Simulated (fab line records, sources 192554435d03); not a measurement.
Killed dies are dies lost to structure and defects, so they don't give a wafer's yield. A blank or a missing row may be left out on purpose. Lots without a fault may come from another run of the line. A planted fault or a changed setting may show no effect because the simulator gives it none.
Problem report in the 8D (eight disciplines) form, filled by code | flow n5_finfet | the parts of the form that need people (team, actions taken, sign-off) are left out

1. THE PROBLEM
killed_at_front_end at N5_PASSIVATION_PROBE_49 reads a mean of 129 on 6 wafers of 2 lots; wafers without a fault read 41 with a standard deviation of 12. That is +7.3 standard deviations from the usual mean.
First seen on wafer L173.3, day 14 10:33, on prober-01. The record holds 12 wafers of 4 lots with a number at this step. Rule for "out", or "out of limits": more than 4 standard deviations from the usual mean. The other wafers with a number count as sound.

2. WHAT IT IS AND WHAT IT IS NOT
question                    | is                     | is not
which readings at this step | killed_at_front_end    | killed_at_M0_to_M3, killed_at_M4_up, killed_at_contacts, killed_at_other, killed_open, killed_short, sort_bin_6_memory
which lots                  | L173, L174             | L168, L170
which wafers of those lots  | all that have a number | -
read on which tools         | prober-01              | -
when                        | from day 14 10:33      | up to then (6 sound wafers)

3. SUSPECTS, AND WHAT RULES EACH OUT
Counting: a tool at a process step up to the reading stays a suspect if it ran every lot that is out and no sound lot after the first of them.
- ald_metal-02 at N5_HKMG_FIN_ALD_91 (deposits TiN, target thk 1 nm, pulse time 1 s, purge time 3 s): kept. It ran every lot that is out, first L173 (day 5 22:43), and no sound lot after that; its last sound lot up to then is L170 (day 5 05:04).
- wet_bench-06 at N5_HKMG_FIN_WET_ETCH_73 (etches the open film in SC1, time 42.3 s, target depth 1.3 nm, rinse time 30 s): kept. It ran every lot that is out, first L173 (day 6 00:29), and no sound lot after that; its last sound lot up to then is L170 (day 5 06:38).
- cvd_w-02 at N5_HKMG_FIN_ALD_72 (deposits W, target thk 2 nm, pulse time 1 s, purge time 2 s): kept. It ran every lot that is out, first L173 (day 6 01:27), and no sound lot after that; its last sound lot up to then is L170 (day 5 07:41).
- pecvd-03 at N5_GATE_CUT_PECVD_57 (deposits SiNx from SiH4/NH3/N2, target thk 21 nm): kept. It ran every lot that is out, first L173 (day 6 05:10), and no sound lot after that.
- prober-01 at N5_PASSIVATION_PROBE_49: kept. It ran every lot that is out, first L173 (day 14 10:33), and no sound lot after that; its last sound lot up to then is L170 (day 14 06:35). Its own readings are out on those wafers: killed_at_front_end.
Left after counting: ald_metal-02 at N5_HKMG_FIN_ALD_91, wet_bench-06 at N5_HKMG_FIN_WET_ETCH_73, cvd_w-02 at N5_HKMG_FIN_ALD_72, pecvd-03 at N5_GATE_CUT_PECVD_57, prober-01 at N5_PASSIVATION_PROBE_49.

4. THE CAUSE (what the simulator had put in)
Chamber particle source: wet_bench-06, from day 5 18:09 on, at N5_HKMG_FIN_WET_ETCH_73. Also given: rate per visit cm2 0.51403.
Counting left 5 suspects, and this tool is among them.

5. THE CHAIN OF EFFECTS, in route order
Each row: a reading whose mean over the struck wafers that have a number lies more than 3 standard deviations from the usual. Only readings for which the record gives a usual standard deviation are gone through. hours: the time from each lot's start at the first step in this table that gives one to its start at this step, as a median over the lots. sigmas: the change in usual standard deviations.
hours | step                    | reading              | usual  | on struck wafers | change | sigmas
0     | N5_PASSIVATION_PROBE_49 | defect_limited_yield | 91.0 % | 84.4             | -6.6   | -4.1
0     | N5_PASSIVATION_PROBE_49 | killed_at_front_end  | 41     | 129              | +88    | +7.3
0     | N5_PASSIVATION_PROBE_49 | killed_dies          | 107    | 185              | +78    | +4.1
0     | N5_PASSIVATION_PROBE_49 | sort_bin_5_function  | 5.3 %  | 10.0             | +4.7   | +4.7
0     | N5_PASSIVATION_PROBE_49 | sort_n_pass          | 1073   | 995              | -78    | -4.1
0     | N5_PASSIVATION_PROBE_49 | sort_yield_pct       | 91.0 % | 84.4             | -6.6   | -4.1
The process steps in it:
- N5_PASSIVATION_PROBE_49

6. WHAT WOULD HAVE CAUGHT IT SOONER
In this record the first reading out of limits was taken at day 14 10:33, 208 hours after the fault began at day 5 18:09.
Of the tool readings at N5_HKMG_FIN_WET_ETCH_73 for which the record gives a usual standard deviation, none was out on any struck wafer, so an alarm limit of 4 standard deviations on them would not have fired.
All the lots that are out (2) had begun N5_HKMG_FIN_WET_ETCH_73 on wet_bench-06 by day 14 10:33. A hold on the tool at that time would have spared none of them.
